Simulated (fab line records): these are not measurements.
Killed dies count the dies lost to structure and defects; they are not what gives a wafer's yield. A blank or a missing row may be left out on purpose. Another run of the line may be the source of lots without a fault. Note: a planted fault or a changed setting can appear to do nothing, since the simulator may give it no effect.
Matching of chambers    flow n5Finfet    N5_BEOL_M6_STRIP_19 on rieDiel-06: 4 sister chambers
The step strips in O2. 14 wafers are shown with their chamber, then 7 later ones without.

## WAFERS PAIRED WITH THEIR CHAMBERS
wafer   chamber  showerheadPlenumPTorr (Torr)  throttleValvePct (%)  oesProductAu (a.u.)
L074.1  0        2.18                          16.82                 0.75
L074.2  1        2.06                          16.71                 0.69
L074.3  2        2.06                          16.47                 0.94
L077.1  1        2.06                          16.72                 0.68
L077.5  1        2.06                          16.74                 0.68
L077.6  0        2.18                          16.83                 0.75
L082.2  0        2.18                          16.83                 0.74
L082.5  0        2.18                          16.83                 0.74
L082.6  1        2.05                          16.75                 0.67
L086.2  3        2.18                          16.86                 0.72
L086.5  2        2.05                          16.49                 0.88
L086.6  3        2.18                          16.85                 0.73
L085.3  0        2.17                          16.84                 0.74
L085.4  3        2.18                          16.85                 0.73

SIGNATURES, as means of the wafers listed above
reading                chamber 0  chamber 1  chamber 2  chamber 3  scatter within a chamber
showerheadPlenumPTorr  2.1780     2.0575     2.0550     2.1800     0.00453
throttleValvePct       16.8300    16.7300    16.4800    16.8533    0.0121
oesProductAu           0.7440     0.6800     0.9100     0.7267     0.0148
Rule: for a wafer and a chamber, the distance is found by dividing, reading by reading, the gap between the wafer's reading and the chamber's mean by the reading's scatter, squaring, summing and taking the root. If the next closest chamber is less than 2 further off than the closest, the wafer can't be placed; otherwise it belongs to the closest. How the scatter is found: for the shown wafers, subtract from each reading the mean of its chamber, square and add these, divide the total by (wafers less chambers), then take the root.

## WAFERS WITH NO CHAMBER GIVEN
wafer   showerheadPlenumPTorr (Torr)  throttleValvePct (%)  oesProductAu (a.u.)
L085.5  2.17                          16.86                 0.74
L089.1  2.17                          16.88                 0.71
L089.3  2.05                          16.51                 0.87
L089.6  2.17                          16.88                 0.72
L092.1  2.04                          16.55                 0.86
L092.2  2.17                          16.91                 0.70
L092.3  2.17                          16.91                 0.72

## CHAMBER TAKEN BY EACH
wafer   from the rows above      in truth
L085.5  can't be placed: 3 or 0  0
L089.1  can't be placed: 3 or 0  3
L089.3  2                        2
L089.6  can't be placed: 3 or 0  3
L092.1  2                        2
L092.2  can't be placed: 3 or 0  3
L092.3  can't be placed: 3 or 0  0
Placed correctly: 2 of 7. Can't be placed from these rows: 5 (the true chamber is among the candidates in 5). Placed wrongly: 0.
